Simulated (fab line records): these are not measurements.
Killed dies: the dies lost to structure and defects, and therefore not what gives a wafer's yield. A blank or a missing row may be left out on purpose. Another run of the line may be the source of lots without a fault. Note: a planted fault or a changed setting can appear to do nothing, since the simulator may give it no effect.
fab line records	flow n5-finfet
record lots=24	wafers=72	last-day=18
route steps=1938 shown BEOL_M7@1286 BEOL_M8@1333
lots with no fault: from the same line, run without faults
start-h: hours from the record's opening day to when the first of the lot's shown wafers began	wait-h: hours elapsed since this lot's preceding step	" repeats the value in the row above	L1.1+2: a row that stands for several wafers	- no value, or no start was given	* or withheld: withheld	< > ~ a bound
route shown NAME@n: NAME is a module with steps in the file, n the number in the route of the first one	usual: mean/standard deviation taken from wafers without a fault	same: alike in all rows	chamber/n: place in a boat	sites: readings site by site	_std_site: the standard deviation of these	_edge_site: mean of outer sites minus mean of inner sites	radius-mm: for every site, how far away it sits from the centre of the wafer	mask NAME#n: copy n	behind: the last tool/chamber to shape the wafer	hold: the reason the lot was held/the length of the hold in hours/how it ended	device: the n, p or np transistor that did not switch	end of line: the same wafers' tests at the end of the route	where a step has no rows: the recipe by itself	killed: not the wafer's yield, but the dies lost to structure and defects at the first sort	map: a wafer's dies, marking killed ones x, the rest . and places with no die _
set.NAME: the setting that was run; set.NAME@STEP: the one run at that earlier step	model.NAME: the simulator's own value behind a step, which no gauge read
steps of the route over a sample of lots; a table a step, a row a wafer
services: when a tool's chamber went out of use (start-h, in hours from the record's first day, below 0 if earlier), for how many hours, and the reason
## steps
# step N5_BEOL_M7_CD_MEAS_18
# recipe pitch-nm=80	target-cd-nm=40
# usual cd-nm=39.8/0.47
lot.wafer	tool	chamber	start-h	wait-h	cd-nm
L075.1	cd-sem-02	-	192.18	0.0	39.3
L075.2	"	-	"	"	39.6
L075.3	"	-	"	"	39.3
L074.2	cd-sem-01	-	193.36	0.1	40.1
L074.3	"	-	"	"	39.9
L074.6	"	-	"	"	40.2
L077.2	cd-sem-01	-	195.09	0.1	40.2
L077.3	"	-	"	"	40.8
L077.4	"	-	"	"	39.9
L076.1	cd-sem-02	-	195.31	0.0	40.6
L076.3	"	-	"	"	39.6
L076.4	"	-	"	"	39.7
L078.1	cd-sem-03	-	210.91	0.0	39.3
L078.2	"	-	"	"	39.6
L078.5	"	-	"	"	39.4
L080.1	cd-sem-01	-	215.18	0.0	40.3
L080.3	"	-	"	"	40.0
L080.5	"	-	"	"	40.5
L079.2	cd-sem-03	-	216.92	0.1	40.0
L079.4	"	-	"	"	40.5
L079.5	"	-	"	"	40.5
L081.2	cd-sem-03	-	220.01	0.1	39.7
L081.3	"	-	"	"	40.7
L081.6	"	-	"	"	39.4
L082.3	cd-sem-01	-	225.57	0.1	39.6
L082.4	"	-	"	"	39.2
L082.5	"	-	"	"	40.0
L083.3	cd-sem-02	-	248.69	0.1	39.5
L083.5	"	-	"	"	40.0
L083.6	"	-	"	"	40.3
L084.2	cd-sem-02	-	252.24	0.1	39.7
L084.5	"	-	"	"	39.6
L084.6	"	-	"	"	40.2
L086.1	cd-sem-01	-	252.38	0.0	38.9
L086.3	"	-	"	"	38.9
L086.5	"	-	"	"	39.8
L085.3	cd-sem-02	-	255.73	0.1	39.9
L085.4	"	-	"	"	40.0
L085.6	"	-	"	"	39.2
L087.2	cd-sem-03	-	263.97	0.1	40.1
L087.4	"	-	"	"	40.6
L087.5	"	-	"	"	40.2
L089.1	cd-sem-02	-	276.57	0.0	40.7
L089.5	"	-	"	"	40.2
L089.6	"	-	"	"	40.2
L088.1	cd-sem-02	-	276.74	0.0	39.8
L088.2	"	-	"	"	40.8
L088.4	"	-	"	"	40.2
L090.3	cd-sem-02	-	279.78	0.1	40.3
L090.5	"	-	"	"	40.0
L090.6	"	-	"	"	40.5
L091.1	cd-sem-03	-	279.95	0.0	39.7
L091.4	"	-	"	"	39.8
L091.5	"	-	"	"	39.6
L093.2	cd-sem-02	-	297.79	0.1	39.4
L093.3	"	-	"	"	39.1
L093.4	"	-	"	"	40.3
L092.4	cd-sem-03	-	306.24	0.1	39.4
L092.5	"	-	"	"	39.3
L092.6	"	-	"	"	40.0
L094.1	cd-sem-03	-	310.85	0.0	38.8
L094.4	"	-	"	"	39.0
L094.5	"	-	"	"	39.1
L095.2	cd-sem-03	-	328.28	0.1	39.5
L095.4	"	-	"	"	39.9
L095.6	"	-	"	"	39.7
L096.1	cd-sem-02	-	340.75	0.0	40.8
L096.5	"	-	"	"	40.1
L096.6	"	-	"	"	40.7
L097.1	cd-sem-01	-	341.75	0.1	39.7
L097.3	"	-	"	"	39.5
L097.5	"	-	"	"	40.0
# step N5_BEOL_M7_VIA_ETCH_34
# recipe chemistry=C4F6/O2	target=SiCOH_lowk	target-depth-a=1255	mask-material=SOC	taper-deg=4	time-s=50.5	ion-energy-ev=250	pressure-mtorr=30	source-w=345	bias-w=185	Ar_flow_sccm=300	C4F6_flow_sccm=10	O2_flow_sccm=10
# usual drypump-motor-current-A=5.7/0.4	oes_o_777_au=0.78/0.09	oes-product-au=0.78/0.091	rf-vpp-V=667/7.9	showerhead-plenum-p-Torr=2.83/0.087	throttle-valve-pct=20.94/0.25
lot.wafer	tool	chamber	start-h	wait-h	drypump-motor-current-A	oes_o_777_au	oes-product-au	rf-hours-counter-h	rf-vpp-V	showerhead-plenum-p-Torr	throttle-valve-pct
L075.1	rie-diel-04	1	193.03	0.0	5.9	0.67	0.68	236	677	2.93	21.06
L075.2	"	3	"	"	5.1	0.76	0.77	147	656	2.86	21.22
L075.3	"	0	"	"	5.6	0.83	0.83	64	668	2.77	20.94
L074.2	rie-diel-05	0	194.17	0.0	6.0	0.71	0.71	198	670	2.94	21.31
L074.3	"	2	"	"	5.1	0.84	0.86	54	660	2.89	20.82
L074.6	"	0	"	"	6.0	0.71	0.71	-	669	2.94	21.35
L077.2	rie-diel-04	3	197.32	0.0	5.1	0.75	0.76	148	657	2.86	21.21
L077.3	"	2	"	"	6.6	0.97	0.96	7	657	2.77	20.97
L077.4	"	0	"	"	5.6	0.83	0.83	65	669	2.77	20.94
L076.1	rie-diel-05	3	197.37	0.0	5.7	0.83	0.83	91	661	2.75	20.56
L076.3	"	2	"	"	5.1	0.84	0.85	55	660	2.89	20.82
L076.4	"	0	"	"	6.0	0.71	0.71	199	668	2.93	21.33
L078.1	rie-diel-05	0	211.52	0.0	6.0	0.71	0.71	203	668	2.93	21.33
L078.2	"	3	"	"	5.7	0.83	0.83	95	661	2.75	20.56
L078.5	"	3	"	"	5.6	0.82	0.82	-	661	2.75	20.57
L080.1	rie-diel-04	0	216.47	0.0	5.6	0.82	0.83	70	668	2.77	20.93
L080.3	"	1	"	"	5.9	0.66	0.67	242	677	2.93	21.07
L080.5	"	2	"	"	6.5	0.95	0.93	-	658	2.77	20.98
L079.2	rie-diel-04	1	217.81	0.0	5.9	0.66	0.68	242	678	2.93	21.07
L079.4	"	0	"	"	5.6	0.82	0.82	70	669	2.77	20.92
L079.5	"	0	"	"	5.6	0.82	0.83	-	668	2.77	20.95
L081.2	rie-diel-04	1	220.62	0.0	5.9	0.66	0.66	243	678	2.93	21.08
L081.3	"	3	"	"	5.1	0.75	0.76	155	655	2.85	21.24
L081.6	"	3	"	"	5.1	0.75	0.76	-	656	2.85	21.24
L082.3	rie-diel-04	1	226.18	0.0	5.9	0.66	0.66	245	676	2.93	21.09
L082.4	"	2	"	"	6.5	0.94	0.94	15	657	2.77	20.97
L082.5	"	1	"	"	5.9	0.67	0.67	-	678	2.93	21.08
L083.3	rie-diel-05	0	250.15	0.0	5.9	0.70	0.69	215	669	2.93	21.36
L083.5	"	1	"	"	5.6	0.70	0.70	-	671	2.71	21.01
L083.6	"	3	"	"	5.7	0.81	0.81	-	660	2.74	20.57
L086.1	rie-diel-06	2	254.44	0.0	5.9	0.69	0.69	226	680	2.93	21.01
L086.3	"	1	"	"	5.8	0.71	0.72	174	658	2.72	21.08
L086.5	"	3	"	"	5.2	0.74	0.72	-	675	2.95	20.74
L084.2	rie-diel-05	3	254.73	0.0	5.6	0.81	0.81	110	659	2.74	20.59
L084.5	"	0	"	"	6.0	0.70	0.70	-	669	2.93	21.36
L084.6	"	1	"	"	5.5	0.70	0.69	-	672	2.71	21.02
L085.3	rie-diel-06	0	258.15	0.0	5.7	0.96	0.97	9	673	2.91	20.47
L085.4	"	2	"	"	5.9	0.70	0.69	227	680	2.93	21.02
L085.6	"	0	"	"	5.7	0.96	0.96	-	670	2.91	20.46
L087.2	rie-diel-06	0	264.74	0.0	5.8	0.95	0.96	11	672	2.91	20.47
L087.4	"	1	"	"	5.8	0.71	0.71	176	660	2.72	21.09
L087.5	"	1	"	"	5.8	0.71	0.72	-	658	2.72	21.10
L088.1	rie-diel-04	3	278.23	0.0	5.1	0.74	0.74	176	657	2.84	21.28
L088.2	"	1	"	"	5.9	0.93	0.96	3	677	2.93	20.69
L088.4	"	2	"	"	6.5	0.91	0.89	34	655	2.76	21.01
L089.1	rie-diel-06	3	278.27	0.0	5.2	0.74	0.73	194	677	2.94	20.76
L089.5	"	2	"	"	5.9	0.69	0.70	-	679	2.93	21.03
L089.6	"	3	"	"	5.2	0.73	0.73	-	676	2.94	20.75
L091.1	rie-diel-06	1	280.92	0.0	5.8	0.71	0.72	181	658	2.72	21.10
L091.4	"	2	"	"	5.9	0.69	0.69	234	678	2.93	21.03
L091.5	"	3	"	"	5.2	0.73	0.73	-	674	2.94	20.74
L090.3	rie-diel-04	0	281.01	0.0	5.6	0.79	0.80	93	668	2.76	20.99
L090.5	"	1	"	"	5.9	0.93	0.95	-	677	2.92	20.70
L090.6	"	2	"	"	6.5	0.90	0.88	-	656	2.76	21.01
L093.2	rie-diel-05	2	298.59	0.0	5.1	0.81	0.84	82	660	2.87	20.86
L093.3	"	3	"	"	5.7	0.80	0.79	125	660	2.73	20.60
L093.4	"	0	"	"	5.9	0.69	0.68	232	668	2.92	21.36
L092.4	rie-diel-06	0	306.97	0.0	5.7	0.91	0.92	25	672	2.90	20.49
L092.5	"	3	"	"	5.2	0.73	0.72	-	675	2.94	20.77
L092.6	"	2	"	"	5.9	0.68	0.68	-	679	2.92	21.04
L094.1	rie-diel-05	1	313.28	0.0	5.5	0.68	0.68	228	669	2.70	21.06
L094.4	"	0	"	"	5.9	0.68	0.68	237	669	2.92	21.38
L094.5	"	3	"	"	5.7	0.79	0.79	-	658	2.73	20.61
L095.2	rie-diel-06	2	330.56	0.0	5.9	0.68	0.68	250	678	2.92	21.05
L095.4	"	1	"	"	5.8	0.70	0.70	196	659	2.71	21.11
L095.6	"	0	"	"	5.7	0.90	0.91	-	672	2.90	20.50
L096.1	rie-diel-05	2	341.39	0.0	5.1	0.79	0.81	95	661	2.87	20.86
L096.5	"	3	"	"	5.7	0.79	0.77	-	659	2.73	20.61
L096.6	"	2	"	"	5.1	0.80	0.81	-	661	2.87	20.87
L097.1	rie-diel-04	3	343.94	0.0	5.1	0.72	0.72	192	655	2.84	21.30
L097.3	"	2	"	"	6.5	0.88	0.87	50	656	2.76	21.03
L097.5	"	2	"	"	6.5	0.88	0.87	-	656	2.76	21.04
# step N5_BEOL_M7_RS_MEAS_57
# recipe thk-meas-gauge=four-point-probe	reads=Cu_of_BEOL_M7_ECD_50+Co_of_BEOL_M7_CVD_78+TaN_of_BEOL_M7_ALD_77
# usual M7_RS=0.291/0.0076
lot.wafer	tool	chamber	start-h	wait-h	M7_RS[ohm/sq]
L075.1	film-metro-02	-	195.34	0.1	0.293
L075.2	"	-	"	"	0.289
L075.3	"	-	"	"	0.283
L074.2	film-metro-02	-	198.74	0.1	0.310
L074.3	"	-	"	"	0.305
L074.6	"	-	"	"	0.317
L077.2	film-metro-02	-	200.27	0.1	0.298
L077.3	"	-	"	"	0.279
L077.4	"	-	"	"	0.278
L076.1	film-metro-02	-	200.37	0.1	0.293
L076.3	"	-	"	"	0.293
L076.4	"	-	"	"	0.302
L078.1	film-metro-01	-	214.84	0.1	0.299
L078.2	"	-	"	"	0.294
L078.5	"	-	"	"	0.293
L080.1	film-metro-02	-	220.12	0.1	0.280
L080.3	"	-	"	"	0.300
L080.5	"	-	"	"	0.283
L079.2	film-metro-01	-	220.61	0.1	0.302
L079.4	"	-	"	"	0.287
L079.5	"	-	"	"	0.281
L081.2	film-metro-02	-	223.34	0.1	0.292
L081.3	"	-	"	"	0.291
L081.6	"	-	"	"	0.298
L082.3	film-metro-02	-	229.55	0.1	0.289
L082.4	"	-	"	"	0.275
L082.5	"	-	"	"	0.288
L083.3	film-metro-02	-	252.77	0.1	0.299
L083.5	"	-	"	"	0.283
L083.6	"	-	"	"	0.286
L086.1	film-metro-02	-	258.28	0.1	0.290
L086.3	"	-	"	"	0.290
L086.5	"	-	"	"	0.288
L084.2	film-metro-02	-	259.02	0.1	0.290
L084.5	"	-	"	"	0.304
L084.6	"	-	"	"	0.282
L085.3	film-metro-01	-	260.57	0.1	0.284
L085.4	"	-	"	"	0.294
L085.6	"	-	"	"	0.288
L087.2	film-metro-02	-	270.07	0.1	0.285
L087.4	"	-	"	"	0.296
L087.5	"	-	"	"	0.292
L088.1	film-metro-01	-	281.72	0.1	0.295
L088.2	"	-	"	"	0.289
L088.4	"	-	"	"	0.279
L089.1	film-metro-01	-	283.03	0.1	0.297
L089.5	"	-	"	"	0.291
L089.6	"	-	"	"	0.302
L091.1	film-metro-02	-	283.80	0.1	0.299
L091.4	"	-	"	"	0.304
L091.5	"	-	"	"	0.297
L090.3	film-metro-01	-	284.25	0.1	0.286
L090.5	"	-	"	"	0.289
L090.6	"	-	"	"	0.289
L093.2	film-metro-02	-	302.54	0.1	0.293
L093.3	"	-	"	"	0.288
L093.4	"	-	"	"	0.308
L092.4	film-metro-02	-	309.86	0.0	0.279
L092.5	"	-	"	"	0.292
L092.6	"	-	"	"	0.291
L094.1	film-metro-02	-	316.16	0.1	0.284
L094.4	"	-	"	"	0.298
L094.5	"	-	"	"	0.287
L095.2	film-metro-01	-	333.78	0.1	0.297
L095.4	"	-	"	"	0.290
L095.6	"	-	"	"	0.281
L096.1	film-metro-02	-	345.27	0.1	0.291
L096.5	"	-	"	"	0.297
L096.6	"	-	"	"	0.292
L097.1	film-metro-02	-	346.76	0.1	0.298
L097.3	"	-	"	"	0.289
L097.5	"	-	"	"	0.282
# step N5_BEOL_M8_CURE_74
# recipe temp-c=385	time-s=240	ambient=He/Ar	material=SiCOH_lowk
# usual lamp-power-pct=52.31/0.052	wafer_temp_C_max=387.2/0.66
lot.wafer	tool	chamber	start-h	wait-h	lamp-power-pct	wafer_temp_C_max
L075.1	uv-cure-03	2	195.49	0.1	52.19	387.5
L075.2	"	2	"	"	52.35	388.2
L075.3	"	2	"	"	52.22	388.6
L074.2	uv-cure-02	2	198.95	0.1	52.26	387.1
L074.3	"	2	"	"	52.37	387.1
L074.6	"	2	"	"	52.36	387.1
L077.2	uv-cure-02	1	200.48	0.1	52.34	387.8
L077.3	"	1	"	"	52.32	387.3
L077.4	"	1	"	"	52.35	387.6
L076.1	uv-cure-03	2	200.50	0.0	52.31	387.4
L076.3	"	2	"	"	52.32	387.2
L076.4	"	2	"	"	52.38	387.7
L078.1	uv-cure-02	2	214.97	0.0	52.27	387.0
L078.2	"	2	"	"	52.23	386.7
L078.5	"	2	"	"	52.34	387.5
L080.1	uv-cure-01	2	220.25	0.0	52.36	386.8
L080.3	"	2	"	"	52.36	386.8
L080.5	"	2	"	"	52.34	386.9
L079.2	uv-cure-01	2	220.81	0.1	52.32	386.4
L079.4	"	2	"	"	52.25	386.9
L079.5	"	2	"	"	52.33	386.6
L081.2	uv-cure-03	2	223.54	0.1	52.33	388.6
L081.3	"	2	"	"	52.34	388.3
L081.6	"	2	"	"	52.26	387.5
L082.3	uv-cure-02	1	229.84	0.2	52.26	387.2
L082.4	"	1	"	"	52.31	387.5
L082.5	"	1	"	"	52.36	388.5
L083.3	uv-cure-02	0	253.05	0.2	52.25	387.3
L083.5	"	0	"	"	52.27	387.0
L083.6	"	0	"	"	52.34	388.0
L086.1	uv-cure-03	0	258.41	0.0	52.25	387.1
L086.3	"	0	"	"	52.28	387.3
L086.5	"	0	"	"	52.35	387.4
L084.2	uv-cure-02	1	259.48	0.4	52.34	387.3
L084.5	"	1	"	"	52.35	387.5
L084.6	"	1	"	"	52.26	388.6
L085.3	uv-cure-03	0	260.86	0.2	52.34	388.1
L085.4	"	0	"	"	52.36	387.5
L085.6	"	0	"	"	52.29	387.4
L087.2	uv-cure-03	0	270.30	0.1	52.38	387.0
L087.4	"	0	"	"	52.32	387.5
L087.5	"	0	"	"	52.33	387.4
L088.1	uv-cure-02	2	281.86	0.1	52.36	386.4
L088.2	"	2	"	"	52.27	386.4
L088.4	"	2	"	"	52.18	387.2
L089.1	uv-cure-03	2	283.16	0.0	52.32	387.3
L089.5	"	2	"	"	52.35	388.3
L089.6	"	2	"	"	52.44	388.9
L091.1	uv-cure-03	0	283.92	0.0	52.28	387.3
L091.4	"	0	"	"	52.29	387.5
L091.5	"	0	"	"	52.34	386.3
L090.3	uv-cure-02	1	284.54	0.2	52.29	387.3
L090.5	"	1	"	"	52.28	387.3
L090.6	"	1	"	"	52.27	387.4
L093.2	uv-cure-03	1	302.75	0.1	52.21	386.4
L093.3	"	1	"	"	52.29	386.2
L093.4	"	1	"	"	52.28	386.9
L092.4	uv-cure-01	1	310.25	0.3	52.40	386.5
L092.5	"	1	"	"	52.29	387.1
L092.6	"	1	"	"	52.25	387.2
L094.1	uv-cure-02	0	316.29	0.0	52.23	386.6
L094.4	"	0	"	"	52.34	386.8
L094.5	"	0	"	"	52.37	386.5
L095.2	uv-cure-01	2	333.98	0.1	52.33	386.3
L095.4	"	2	"	"	52.23	386.5
L095.6	"	2	"	"	52.30	386.2
L096.1	uv-cure-01	2	345.40	0.0	52.28	386.1
L096.5	"	2	"	"	52.31	386.1
L096.6	"	2	"	"	52.35	386.6
L097.1	uv-cure-03	2	346.89	0.0	52.39	388.2
L097.3	"	2	"	"	52.34	388.2
L097.5	"	2	"	"	52.37	387.3
# step N5_BEOL_M8_PECVD_70
# recipe material=SiO2	target-thk-a=200	temp-c=400	precursor=TEOS/O2	pressure-torr=5.5	rf-w=450	teos-flow-sccm=53.8	gas=O2	flow-sccm=3000	time-s=22.7
# usual heater-power-w=688/86	showerhead-plenum-p-Torr=8.82/0.043	throttle-valve-pct=22.8/1
lot.wafer	tool	chamber	start-h	wait-h	heater-power-w	showerhead-plenum-p-Torr	throttle-valve-pct
L075.1	pecvd-03	1	196.52	0.0	820	8.85	22.2
L075.2	"	0	"	"	685	8.83	24.8
L075.3	"	2	"	"	601	8.86	22.4
L074.2	pecvd-03	2	199.42	0.0	571	8.84	22.3
L074.3	"	0	"	"	572	8.80	24.9
L074.6	"	2	"	"	605	8.85	22.1
L077.2	pecvd-03	2	200.95	0.0	542	8.84	22.3
L077.3	"	0	"	"	674	8.84	24.7
L077.4	"	0	"	"	686	8.81	25.1
L076.1	pecvd-03	1	201.53	0.0	792	8.82	22.1
L076.3	"	2	"	"	572	8.86	22.3
L076.4	"	1	"	"	793	8.87	22.3
L078.1	pecvd-03	0	215.52	0.0	693	8.83	25.0
L078.2	"	1	"	"	765	8.83	22.2
L078.5	"	1	"	"	764	8.84	22.2
L080.1	pecvd-03	2	220.80	0.0	638	8.85	22.3
L080.3	"	0	"	"	643	8.82	24.7
L080.5	"	2	"	"	654	8.84	22.1
L079.2	pecvd-04	2	221.28	0.0	789	8.73	22.7
L079.4	"	2	"	"	806	8.70	22.3
L079.5	"	0	"	"	685	8.76	23.2
L081.2	pecvd-03	0	224.01	0.0	638	8.83	24.9
L081.3	"	2	"	"	556	8.89	22.3
L081.6	"	2	"	"	552	8.84	22.4
L082.3	pecvd-02	2	230.23	0.0	795	8.77	22.1
L082.4	"	1	"	"	618	8.83	21.4
L082.5	"	0	"	"	744	8.84	23.0
L083.3	pecvd-03	1	253.44	0.0	745	8.85	22.5
L083.5	"	1	"	"	751	8.83	22.2
L083.6	"	2	"	"	582	8.87	22.7
L086.1	pecvd-03	2	258.96	0.0	551	8.84	22.3
L086.3	"	1	"	"	729	8.84	22.2
L086.5	"	0	"	"	677	8.84	25.1
L084.2	pecvd-04	1	259.95	0.0	778	8.78	22.6
L084.5	"	0	"	"	592	8.77	23.4
L084.6	"	1	"	"	773	8.78	22.6
L085.3	pecvd-03	1	261.25	0.0	737	8.84	22.4
L085.4	"	0	"	"	571	8.82	25.0
L085.6	"	1	"	"	731	8.86	22.1
L087.2	pecvd-04	0	270.78	0.0	701	8.77	23.4
L087.4	"	2	"	"	703	8.71	22.7
L087.5	"	1	"	"	804	8.77	22.8
L088.1	pecvd-02	1	282.41	0.0	588	8.85	21.6
L088.2	"	0	"	"	744	8.87	23.2
L088.4	"	0	"	"	747	8.85	23.1
L089.1	pecvd-03	1	283.71	0.0	769	8.85	22.2
L089.5	"	0	"	"	612	8.82	24.6
L089.6	"	2	"	"	614	8.83	22.0
L091.1	pecvd-02	0	284.47	0.0	882	8.85	23.2
L091.4	"	2	"	"	785	8.76	22.5
L091.5	"	1	"	"	624	8.85	21.6
L090.3	pecvd-02	0	284.93	0.0	817	8.86	23.0
L090.5	"	1	"	"	690	8.83	21.3
L090.6	"	2	"	"	699	8.78	22.2
L093.2	pecvd-02	2	303.22	0.0	756	8.76	22.1
L093.3	"	1	"	"	667	8.87	21.4
L093.4	"	0	"	"	861	8.83	23.0
L092.4	pecvd-02	0	310.58	0.1	733	8.87	23.1
L092.5	"	1	"	"	576	8.84	21.5
L092.6	"	2	"	"	676	8.80	22.5
L094.1	pecvd-04	0	317.32	0.0	684	8.76	23.0
L094.4	"	2	"	"	789	8.69	22.8
L094.5	"	0	"	"	673	8.77	23.3
L095.2	pecvd-02	1	334.47	0.0	672	8.85	22.0
L095.4	"	1	"	"	687	8.86	21.7
L095.6	"	2	"	"	747	8.78	22.3
L096.1	pecvd-03	2	345.95	0.0	607	8.83	22.5
L096.5	"	2	"	"	610	8.85	22.4
L096.6	"	1	"	"	667	8.85	22.3
L097.1	pecvd-03	2	347.44	0.0	627	8.84	22.8
L097.3	"	0	"	"	576	8.83	25.1
L097.5	"	1	"	"	727	8.83	22.1
# step N5_BEOL_M8_DESCUM_33
# recipe chemistry=O2	time-s=7	source-power-w=50	bias-power-w=20	pressure-mtorr=20	rf-frequency-hz=2.712e+07	temp-c=40	resist=CAR-EUV	o2-flow-sccm=225
# usual drypump-motor-current-A=5.9/0.45	oes-product-au=0.82/0.099	rf-vpp-V=243.0/1.4	showerhead-plenum-p-Torr=2.08/0.068	throttle-valve-pct=20.29/0.25
lot.wafer	tool	chamber	start-h	wait-h	drypump-motor-current-A	oes-product-au	rf-hours-counter-h	rf-vpp-V	showerhead-plenum-p-Torr	throttle-valve-pct
L074.2	rie-diel-03	0	202.06	0.1	6.3	0.98	1	242.8	2.06	19.88
L074.3	"	2	"	"	6.4	0.71	206	242.0	1.99	20.38
L074.6	"	1	"	"	5.8	0.70	-	244.7	2.17	20.40
L075.1	rie-diel-03	1	202.72	0.2	5.8	0.71	213	244.5	2.17	20.41
L075.2	"	2	"	"	6.4	0.72	206	241.6	1.99	20.39
L075.3	"	0	"	"	6.3	0.98	2	243.6	2.06	19.89
L077.2	rie-diel-02	2	206.46	0.0	5.6	0.93	23	242.8	2.14	20.63
L077.3	"	3	"	"	5.8	0.78	101	242.0	2.10	20.41
L077.4	"	1	"	"	4.8	0.69	239	242.3	1.98	20.36
L076.1	rie-diel-03	1	206.73	0.0	5.8	0.71	214	243.9	2.17	20.40
L076.3	"	2	"	"	6.4	0.71	207	241.1	1.99	20.37
L076.4	"	0	"	"	6.3	0.96	-	242.0	2.06	19.89
L078.1	rie-diel-02	2	218.09	0.4	5.6	0.91	27	243.1	2.14	20.64
L078.2	"	3	"	"	5.9	0.78	105	245.1	2.10	20.39
L078.5	"	2	"	"	5.6	0.91	-	245.1	2.14	20.64
L080.1	rie-diel-02	2	224.09	0.0	5.6	0.91	29	242.3	2.14	20.64
L080.3	"	3	"	"	5.9	0.79	108	244.1	2.10	20.40
L080.5	"	0	"	"	5.4	0.78	-	244.1	2.09	19.98
L079.2	rie-diel-03	0	224.13	0.0	6.3	0.94	11	242.8	2.05	19.90
L079.4	"	2	"	"	6.4	0.71	-	239.7	1.98	20.37
L079.5	"	1	"	"	5.8	0.71	-	245.0	2.16	20.42
L081.2	rie-diel-03	1	227.26	0.1	5.8	0.70	224	243.2	2.16	20.42
L081.3	"	0	"	"	6.3	0.93	13	243.0	2.05	19.91
L081.6	"	1	"	"	5.8	0.70	-	244.3	2.16	20.43
L082.3	rie-diel-02	1	233.06	0.0	4.8	0.67	249	240.6	1.98	20.37
L082.4	"	0	"	"	5.5	0.78	125	244.3	2.09	20.00
L082.5	"	2	"	"	5.6	0.91	-	243.1	2.13	20.62
L083.3	rie-diel-03	2	258.48	0.0	6.4	0.69	228	241.6	1.98	20.40
L083.5	"	3	"	"	6.3	0.95	-	241.7	2.06	20.41
L083.6	"	0	"	"	6.3	0.91	-	243.5	2.05	19.91
L084.2	rie-diel-02	2	264.12	0.0	5.6	0.88	45	244.0	2.13	20.66
L084.5	"	3	"	"	5.9	0.77	-	243.7	2.10	20.44
L084.6	"	0	"	"	5.5	0.77	-	243.1	2.09	20.00
L086.1	rie-diel-03	0	264.37	0.1	6.3	0.89	26	241.6	2.05	19.91
L086.3	"	1	"	"	5.8	0.69	238	244.5	2.16	20.47
L086.5	"	3	"	"	6.3	0.94	-	241.6	2.06	20.41
L085.3	rie-diel-02	3	264.52	0.2	5.8	0.77	124	242.3	2.10	20.43
L085.4	"	0	"	"	5.5	0.77	-	242.7	2.09	20.00
L085.6	"	3	"	"	5.8	0.77	-	244.1	2.10	20.44
L087.2	rie-diel-02	3	274.54	0.0	5.8	0.76	128	243.0	2.09	20.43
L087.4	"	1	"	"	4.8	0.98	2	246.3	2.24	20.03
L087.5	"	0	"	"	5.5	0.76	-	242.1	2.08	20.00
L088.1	rie-diel-03	0	284.73	0.0	6.3	0.88	33	242.2	2.04	19.94
L088.2	"	3	"	"	6.3	0.92	17	242.9	2.06	20.41
L088.4	"	1	"	"	5.8	0.68	245	242.7	2.16	20.44
L089.1	rie-diel-03	1	286.89	0.0	5.8	0.68	246	243.6	2.16	20.49
L089.5	"	3	"	"	6.3	0.92	-	242.6	2.06	20.41
L089.6	"	2	"	"	6.4	0.69	-	241.6	1.98	20.40
L091.1	rie-diel-02	3	287.25	0.3	5.9	0.76	132	242.9	2.09	20.46
L091.4	"	1	"	"	4.8	0.97	6	246.1	2.24	20.03
L091.5	"	2	"	"	5.6	0.87	-	243.9	2.13	20.66
L090.3	rie-diel-02	2	288.65	0.1	5.6	0.87	54	243.1	2.13	20.66
L090.5	"	2	"	"	5.6	0.87	-	243.7	2.13	20.67
L090.6	"	3	"	"	5.8	0.76	-	241.9	2.09	20.45
L093.2	rie-diel-03	3	307.53	0.0	6.3	0.90	26	243.7	2.06	20.45
L093.3	"	0	"	"	6.3	0.86	-	241.1	2.04	19.94
L093.4	"	3	"	"	6.3	0.90	-	242.3	2.06	20.44
L092.4	rie-diel-01	2	316.48	0.0	5.6	0.72	230	242.8	2.06	20.14
L092.5	"	2	"	"	5.6	0.72	-	243.2	2.06	20.14
L092.6	"	3	"	"	6.2	0.80	-	244.6	2.20	20.20
L094.1	rie-diel-02	3	320.10	0.0	5.9	0.74	143	243.5	2.09	20.47
L094.4	"	0	"	"	5.5	0.75	156	243.2	2.08	20.03
L094.5	"	3	"	"	5.9	0.75	-	243.1	2.09	20.46
L095.2	rie-diel-03	1	337.71	0.0	5.8	0.95	9	243.9	2.15	20.12
L095.4	"	3	"	"	6.3	0.88	-	242.7	2.05	20.46
L095.6	"	0	"	"	6.3	0.84	-	242.5	2.04	19.98
L096.1	rie-diel-03	1	348.78	0.2	5.8	0.93	13	243.6	2.15	20.13
L096.5	"	2	"	"	6.4	1.01	-	247.1	2.23	20.06
L096.6	"	3	"	"	6.3	0.87	-	241.6	2.05	20.47
L097.1	rie-diel-03	2	351.25	0.0	6.4	1.00	1	246.2	2.23	20.06
L097.3	"	3	"	"	6.3	0.86	45	242.6	2.05	20.45
L097.5	"	0	"	"	6.3	0.84	-	242.6	2.04	19.97
## services
tool	chamber	start-h	hours	kind
rie-diel-01	1	172.82	7.6	repair
rie-diel-02	0	174.77	2.9	repair
rie-diel-06	1	175.19	8.7	repair
rie-diel-03	0	180.07	-	clean
rie-diel-03	0	180.07	-	consumable-replace:focus-ring
rie-diel-03	0	180.07	19.5	scheduled-down
rie-diel-03	0	180.07	19.5	vent-cycle
uv-cure-03	-	213.10	1.4	repair
rie-diel-01	3	225.93	4.2	repair
uv-cure-02	-	231.35	0.9	repair
uv-cure-01	-	234.10	7.5	pm
uv-cure-03	-	244.42	7.1	pm
pecvd-03	-	254.41	2.8	pm
uv-cure-02	-	260.00	7.5	pm
uv-cure-01	-	271.15	0.8	repair
uv-cure-02	-	283.03	0.3	repair
rie-diel-04	-	284.96	14.6	pm
rie-diel-03	-	297.60	0.3	repair
rie-diel-03	2	307.14	2.8	repair
uv-cure-02	-	323.36	7.1	pm
rie-diel-01	-	326.39	2.8	pm
rie-diel-04	1	335.55	41.2	repair
uv-cure-01	-	341.82	2.8	pm
rie-diel-02	1	347.22	1.7	repair
## key
fault none
